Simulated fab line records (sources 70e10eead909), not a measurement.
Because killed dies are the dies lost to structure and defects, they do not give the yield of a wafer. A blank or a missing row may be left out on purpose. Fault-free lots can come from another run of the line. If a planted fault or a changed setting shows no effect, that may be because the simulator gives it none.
fab line records	flow nand-harc
[record] lots = 14	wafers = 42	last-day = 24
route steps=1159 shown A_BLC@975 A_M0@1001
lots with no fault: from the same line, run without faults
start-h: the number of hours between the record's first day and the start of the first shown wafer of the lot	wait-h: hours from the lot's prior step to this one	" unchanged from the row above	L1.1+2: one row covering several wafers at once	- no value, or no start given	* or withheld: withheld	< > ~ a bound
route shown NAME@n: a module of which the file shows steps, and the number in the route of the first	usual: mean and standard deviation over wafers with no fault	same: alike in all rows	chamber/n: place in a boat	sites: the reading at each site	_std_site: standard deviation of those values	_edge_site: outer sites' mean less inner sites'	radius-mm: for every site, how far away it sits from the centre of the wafer	mask NAME#n: copy n	behind: the tool/chamber that last shaped the wafer	hold: the reason the lot was held/the length of the hold in hours/how it ended	device: names the non-switching transistor (n, p or np)	end of line: the tests these same wafers got at the end of their route	where a step has no rows: the recipe by itself	killed: dies lost to structure and defects at the first sort, not the wafer's yield	map: a wafer's dies, marking killed ones x, the rest . and places with no die _
set.NAME: the setting the step ran with; set.NAME@STEP: the setting that earlier step ran with	model.NAME: the simulator's own value behind a step, which no gauge read
a sample of lots followed through the steps of the route, with each step as a table and each wafer as a row
services: from which hour (start-h, from the record's first day; less than 0 if before it) a tool's chamber was out of use, for how many hours, and why
[[steps]]
[step NHARC_A_BLC_OVL_MEAS_11]
[usual] overlay-x-nm = 0.0/0.8	overlay-y-nm = 0.0/0.78
lot.wafer	tool	chamber	start-h	wait-h	overlay-x-nm	overlay-y-nm
L840.1	overlay-02	-	399.28	-	1.6	1.0
L840.3	"	-	"	"	1.7	1.0
L840.4	"	-	"	"	1.8	0.8
L841.1	overlay-02	-	405.00	-	0.4	-0.3
L841.3	"	-	"	"	0.3	0.6
L841.4	"	-	"	"	0.1	0.4
L837.1	overlay-02	-	411.08	-	-0.3	-0.8
L837.3	"	-	"	"	-0.4	-1.1
L837.4	"	-	"	"	-0.1	-0.5
L839.2	overlay-02	-	413.32	-	-0.7	0.0
L839.3	"	-	"	"	-0.2	-1.1
L839.4	"	-	"	"	-0.7	-0.8
L842.3	overlay-02	-	423.17	-	-1.5	1.0
L842.4	"	-	"	"	-0.8	0.7
L842.6	"	-	"	"	-0.9	0.5
L845.1	overlay-02	-	434.01	-	-0.4	0.0
L845.2	"	-	"	"	-0.3	0.0
L845.6	"	-	"	"	-0.3	0.0
L844.1	overlay-01	-	440.24	-	0.3	-0.9
L844.2	"	-	"	"	0.2	-0.8
L844.5	"	-	"	"	-0.1	-1.2
L846.1	overlay-01	-	446.12	-	-1.0	1.7
L846.3	"	-	"	"	-0.5	1.3
L846.4	"	-	"	"	-0.7	1.7
L843.1	overlay-01	-	446.46	-	1.0	-0.5
L843.2	"	-	"	"	0.9	0.4
L843.6	"	-	"	"	1.0	-0.1
L847.1	overlay-01	-	458.22	-	-0.3	-0.3
L847.2	"	-	"	"	0.1	-0.3
L847.3	"	-	"	"	0.5	-0.7
L851.2	overlay-01	-	458.81	-	0.4	-0.8
L851.4	"	-	"	"	0.1	-1.5
L851.6	"	-	"	"	0.1	-0.8
L852.3	overlay-02	-	493.98	-	-0.6	-0.4
L852.5	"	-	"	"	-0.2	-0.5
L852.6	"	-	"	"	-1.1	-0.8
L859.2	overlay-02	-	517.28	-	-1.7	0.1
L859.4	"	-	"	"	-0.9	0.6
L859.6	"	-	"	"	-0.9	0.4
L858.2	overlay-01	-	525.79	-	0.0	0.8
L858.3	"	-	"	"	0.2	1.4
L858.6	"	-	"	"	0.7	0.6
[step NHARC_A_BLC_INSPECT_12]
[usual] raw-defect-count = 30/13
lot.wafer	tool	chamber	start-h	wait-h	raw-defect-count
L840.1	defect-inspect-01	-	399.32	0.0	29
L840.3	"	-	"	"	16
L840.4	"	-	"	"	21
L841.1	defect-inspect-02	-	405.03	0.0	14
L841.3	"	-	"	"	8
L841.4	"	-	"	"	15
L837.1	defect-inspect-02	-	411.11	0.0	41
L837.3	"	-	"	"	29
L837.4	"	-	"	"	30
L839.2	defect-inspect-01	-	413.36	0.0	23
L839.3	"	-	"	"	23
L839.4	"	-	"	"	27
L842.3	defect-inspect-01	-	423.21	0.0	13
L842.4	"	-	"	"	14
L842.6	"	-	"	"	17
L845.1	defect-inspect-02	-	434.04	0.0	37
L845.2	"	-	"	"	58
L845.6	"	-	"	"	31
L844.1	defect-inspect-02	-	440.29	0.1	24
L844.2	"	-	"	"	15
L844.5	"	-	"	"	22
L846.1	defect-inspect-01	-	446.18	0.1	25
L846.3	"	-	"	"	28
L846.4	"	-	"	"	27
L843.1	defect-inspect-01	-	446.50	0.0	28
L843.2	"	-	"	"	32
L843.6	"	-	"	"	27
L847.1	defect-inspect-01	-	458.26	0.0	54
L847.2	"	-	"	"	62
L847.3	"	-	"	"	60
L851.2	defect-inspect-01	-	458.85	0.0	26
L851.4	"	-	"	"	22
L851.6	"	-	"	"	23
L852.3	defect-inspect-01	-	494.02	0.0	30
L852.5	"	-	"	"	36
L852.6	"	-	"	"	21
L859.2	defect-inspect-01	-	517.33	0.1	33
L859.4	"	-	"	"	34
L859.6	"	-	"	"	31
L858.2	defect-inspect-01	-	525.84	0.1	47
L858.3	"	-	"	"	51
L858.6	"	-	"	"	35
[step NHARC_A_BLC_ETCH_16]
[recipe] target-depth-a = 390	over-etch-frac = 0.3	time-s = 65	ion-energy-ev = 80	cf4-flow-sccm = 150	ar-flow-sccm = 0	rf-w = 300	bias-w = 100	chemistry = CF4
[usual] drypump-motor-current-A = 5.6/0.48	mfc-ar-sccm = 0.005/0.0072	oes-product-au = 1.005/0.011	rf-vpp-V = 151.1/1.3	showerhead-plenum-p-Torr = 1.75/0.085	throttle-valve-pct = 13.282/0.009
lot.wafer	tool	chamber	start-h	wait-h	drypump-motor-current-A	mfc-ar-sccm	oes-product-au	rf-hours-counter-h	rf-vpp-V	showerhead-plenum-p-Torr	throttle-valve-pct
L840.1	rie-diel-02	0	399.47	0.1	5.6	0.012	1.015	6	151.2	1.71	13.276
L840.3	"	1	"	"	6.1	0	1.010	3	150.3	1.71	13.272
L840.4	"	2	"	"	6.2	0	1.009	7	151.2	1.69	13.280
L841.1	rie-diel-04	1	405.19	0.1	5.2	0.002	1.004	12	152.2	1.79	13.292
L841.3	"	2	"	"	5.9	0	1.002	12	154.3	1.87	13.277
L841.4	"	3	"	"	6.0	0.016	1.006	11	150.7	1.68	13.273
L837.3	rie-diel-04	2	411.28	0.1	5.9	0	0.994	14	152.8	1.87	13.279
L837.1	"	0	"	"	4.8	0	1.001	14	147.9	1.65	13.268
L837.4	"	0	"	"	4.8	0	1.003	-	151.1	1.65	13.259
L839.2	rie-diel-04	3	413.52	0.1	6.0	0.016	1.006	14	152.1	1.68	13.277
L839.3	"	0	"	"	4.8	0	0.993	15	150.5	1.65	13.290
L839.4	"	2	"	"	5.9	0	0.989	-	152.8	1.87	13.288
L842.3	rie-diel-04	2	423.38	0.1	5.8	0	0.983	16	153.9	1.87	13.282
L842.6	"	1	"	"	5.2	0.002	1.012	-	151.2	1.79	13.279
L842.4	"	2	"	"	5.9	0	0.985	-	152.8	1.87	13.280
L845.1	rie-diel-04	1	434.20	0.1	5.2	0.002	1.015	14	150.3	1.79	13.289
L845.2	"	3	"	"	6.0	0.016	1.020	16	151.4	1.68	13.287
L845.6	"	0	"	"	4.8	0	0.993	-	149.8	1.65	13.278
L844.1	rie-diel-02	3	440.44	0.1	5.8	0.022	1.006	12	151.5	1.86	13.274
L844.2	"	2	"	"	6.2	0	1.019	12	151.3	1.69	13.288
L844.5	"	0	"	"	5.5	0.012	1.027	-	150.9	1.71	13.278
L846.4	rie-diel-04	2	446.33	0.1	5.9	0	0.998	20	153.1	1.86	13.268
L846.1	"	0	"	"	4.9	0	0.990	17	149.8	1.65	13.276
L846.3	"	1	"	"	5.2	0.002	0.998	16	151.7	1.79	13.289
L843.1	rie-diel-02	0	446.79	0.2	5.5	0.012	1.014	13	149.5	1.71	13.288
L843.2	"	2	"	"	6.2	0	1.014	13	151.2	1.69	13.283
L843.6	"	0	"	"	5.5	0.012	1.006	-	150.1	1.71	13.287
L847.2	rie-diel-04	1	458.41	0.1	5.2	0.002	1.002	18	150.5	1.79	13.290
L847.1	"	2	"	"	5.9	0	0.996	21	152.3	1.86	13.281
L847.3	"	3	"	"	6.0	0.016	1.014	20	149.5	1.68	13.279
L851.4	rie-diel-04	2	459.16	0.2	5.9	0	1.000	22	151.3	1.86	13.279
L851.2	"	0	"	"	4.8	0	1.000	20	150.9	1.65	13.279
L851.6	"	2	"	"	5.9	0	0.995	-	152.0	1.86	13.270
L852.3	rie-diel-02	1	494.19	0.1	6.0	0	1.006	14	149.9	1.70	13.284
L852.6	"	2	"	"	6.2	0	1.006	-	150.0	1.69	13.278
L852.5	"	3	"	"	5.8	0.022	0.997	-	152.1	1.86	13.284
L859.2	rie-diel-04	2	517.48	0.1	5.8	0	1.003	4	152.0	1.86	13.291
L859.4	"	3	"	"	6.0	0.016	1.024	5	149.0	1.68	13.294
L859.6	"	3	"	"	6.0	0.016	1.016	-	149.4	1.68	13.282
L858.2	rie-diel-04	0	526.00	0.1	4.9	0	1.007	5	150.3	1.65	13.279
L858.3	"	1	"	"	5.2	0.002	0.997	4	151.4	1.79	13.274
L858.6	"	2	"	"	5.9	0	0.987	-	151.8	1.86	13.292
[step NHARC_A_M0_EXPOSE_06]
[recipe] na = 1.35	target-cd-nm = 80	dose-mj = 83.25	mask-id = A_M0
[usual] exposure-dose-mJ-cm2 = 83.17/0.078	focus-offset-nm = 0.0/0.5
[same] na = 1.35
lot.wafer	tool	chamber	start-h	wait-h	mask	exposure-dose-mJ-cm2	focus-offset-nm
L840.1	arfi-scanner-03	0	403.11	-	A_M0#0	83.11	1.2
L840.3	"	0	"	"	A_M0#0	83.17	0.0
L840.4	"	0	"	"	A_M0#0	83.22	-0.1
L841.1	arfi-scanner-01	0	412.67	-	A_M0#0	83.11	-0.2
L841.3	"	0	"	"	A_M0#0	83.08	-0.3
L841.4	"	0	"	"	A_M0#0	83.18	0.0
L837.1	arfi-scanner-01	0	415.18	-	A_M0#0	83.22	0.1
L837.3	"	0	"	"	A_M0#0	83.24	-0.2
L837.4	"	0	"	"	A_M0#0	83.15	0.1
L839.2	arfi-scanner-02	0	422.82	-	A_M0#0	83.26	0.3
L839.3	"	0	"	"	A_M0#0	83.26	0.3
L839.4	"	0	"	"	A_M0#0	83.19	-0.6
L842.3	arfi-scanner-03	0	430.60	-	A_M0#0	83.25	-0.3
L842.4	"	0	"	"	A_M0#0	83.25	-0.5
L842.6	"	0	"	"	A_M0#0	83.20	-0.3
L845.1	arfi-scanner-01	0	439.81	-	A_M0#0	83.20	0.6
L845.2	"	0	"	"	A_M0#0	83.20	1.7
L845.6	"	0	"	"	A_M0#0	83.25	0.3
L844.1	arfi-scanner-01	0	445.85	-	A_M0#0	83.19	0.3
L844.2	"	0	"	"	A_M0#0	83.19	-0.2
L844.5	"	0	"	"	A_M0#0	83.17	-0.3
L846.1	arfi-scanner-03	0	449.96	-	A_M0#0	83.29	-0.2
L846.3	"	0	"	"	A_M0#0	83.21	0.0
L846.4	"	0	"	"	A_M0#0	83.34	-0.1
L843.1	arfi-scanner-01	0	450.47	-	A_M0#0	83.20	-0.6
L843.2	"	0	"	"	A_M0#0	83.24	-0.3
L843.6	"	0	"	"	A_M0#0	83.20	-0.7
L847.1	arfi-scanner-03	0	463.64	-	A_M0#0	83.17	0.0
L847.2	"	0	"	"	A_M0#0	83.10	0.5
L847.3	"	0	"	"	A_M0#0	83.12	-0.2
L851.2	arfi-scanner-02	0	463.79	-	A_M0#0	83.26	-0.7
L851.4	"	0	"	"	A_M0#0	83.19	0.1
L851.6	"	0	"	"	A_M0#0	83.08	-0.2
L852.3	arfi-scanner-02	0	498.07	-	A_M0#0	45.76	0.2
L852.5	"	0	"	"	A_M0#0	45.85	0.6
L852.6	"	0	"	"	A_M0#0	45.77	0.3
L859.2	arfi-scanner-01	0	522.20	-	A_M0#0	83.08	0.3
L859.4	"	0	"	"	A_M0#0	82.98	0.2
L859.6	"	0	"	"	A_M0#0	82.99	0.0
L858.2	arfi-scanner-02	0	529.76	-	A_M0#0	53.18	-0.1
L858.3	"	0	"	"	A_M0#0	53.15	0.4
L858.6	"	0	"	"	A_M0#0	53.24	-0.3
[step NHARC_A_M0_CD_MEAS_09]
[recipe] target-cd-nm = 80	landing-energy-ev = 500
[usual] cd-nm = 79.6/0.77
lot.wafer	tool	chamber	start-h	wait-h	cd-nm
L840.1	cd-sem-01	0	403.25	-	78.9
L840.3	"	0	"	"	78.9
L840.4	"	0	"	"	78.4
L841.1	cd-sem-02	0	412.81	-	80.2
L841.3	"	0	"	"	79.1
L841.4	"	0	"	"	79.4
L837.1	cd-sem-02	0	415.32	-	79.8
L837.3	"	0	"	"	80.3
L837.4	"	0	"	"	80.3
L839.2	cd-sem-03	0	422.96	-	78.9
L839.3	"	0	"	"	79.4
L839.4	"	0	"	"	79.9
L842.3	cd-sem-03	0	430.73	-	79.3
L842.4	"	0	"	"	79.6
L842.6	"	0	"	"	77.8
L845.1	cd-sem-02	0	439.95	-	80.4
L845.2	"	0	"	"	79.9
L845.6	"	0	"	"	80.0
L844.1	cd-sem-03	0	445.99	-	78.5
L844.2	"	0	"	"	79.2
L844.5	"	0	"	"	79.0
L846.1	cd-sem-01	0	450.10	-	80.1
L846.3	"	0	"	"	79.0
L846.4	"	0	"	"	79.2
L843.1	cd-sem-01	0	450.61	-	79.3
L843.2	"	0	"	"	78.9
L843.6	"	0	"	"	79.7
L847.1	cd-sem-01	0	463.78	-	78.8
L847.2	"	0	"	"	78.6
L847.3	"	0	"	"	77.3
L851.2	cd-sem-03	0	463.93	-	79.5
L851.4	"	0	"	"	79.0
L851.6	"	0	"	"	79.3
L852.3	cd-sem-01	0	498.21	-	41.2
L852.5	"	0	"	"	41.0
L852.6	"	0	"	"	41.6
L859.2	cd-sem-02	0	522.34	-	79.1
L859.4	"	0	"	"	80.0
L859.6	"	0	"	"	80.1
L858.2	cd-sem-02	0	529.90	-	51.8
L858.3	"	0	"	"	51.0
L858.6	"	0	"	"	50.9
[[services]]
tool	chamber	start-h	hours	kind
arfi-scanner-03	-	384.54	2.1	repair
rie-diel-04	0	395.90	-	clean
rie-diel-04	1	395.90	-	clean
rie-diel-04	2	395.90	-	clean
rie-diel-04	3	395.90	-	clean
rie-diel-04	1	407.88	12.2	repair
arfi-scanner-01	-	409.37	0.6	repair
rie-diel-04	0	420.39	6.2	repair
rie-diel-04	1	420.40	-	clean
rie-diel-04	2	420.40	-	clean
rie-diel-04	3	420.40	-	clean
arfi-scanner-02	-	428.00	4.0	pm
rie-diel-04	0	444.90	-	clean
rie-diel-04	1	444.90	-	clean
rie-diel-04	2	444.90	-	clean
rie-diel-04	3	444.90	-	clean
rie-diel-02	-	455.70	0.8	repair
rie-diel-04	-	465.90	9.0	pm
rie-diel-04	0	465.90	9.0	vent-cycle
rie-diel-04	1	465.90	9.0	vent-cycle
rie-diel-04	2	465.90	9.0	vent-cycle
arfi-scanner-03	-	484.00	4.0	pm
arfi-scanner-02	-	499.99	12.3	repair
rie-diel-02	-	504.89	9.0	pm
[[key]]
[first-sign] step = NHARC_A_M0_EXPOSE_06	reading = exposure-dose-mJ-cm2	direction = down	sigmas = 99+	usual = 83.17	struck = 49.49
[effect] step = NHARC_A_M0_CD_MEAS_09	reading = cd-nm	direction = down	sigmas = 43	usual = 79.6	struck = 46.3	through = control-loop
met-at NHARC_A_M0_EXPOSE_06
struck-lots L852,L858
later-rows-left-out L852.3,L852.5,L852.6,L858.2,L858.3,L858.6
sort-left-out L852.3,L852.5,L852.6,L858.2,L858.3,L858.6
[loop-trim] step = NHARC_A_M0_EXPOSE_06	setting = dose	lots = L858
not-acting-at NHARC_A_BLC_OVL_MEAS_11,NHARC_A_BLC_INSPECT_12,NHARC_A_BLC_ETCH_16
onset-between 463.79 498.07
[fault] kind = process-parameter-drift	tool = arfi-scanner-02	chamber = -	onset-h = 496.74	steps = NHARC_A_M0_EXPOSE_06	channel = dose-mj	offset = -37.431	shape = step	acts-in = these-recipes-only	stated = 83.25
// sort-left-out: the simulated sort isn't trusted on such a fault, so these wafers' sort isn't shown, and their yield isn't known
// later-rows-left-out: the simulator's readings of these wafers behind a module that went badly wrong aren't trusted and aren't shown, but for the sort
// loop-trim: a control loop set the setting to another value than it would have without faults
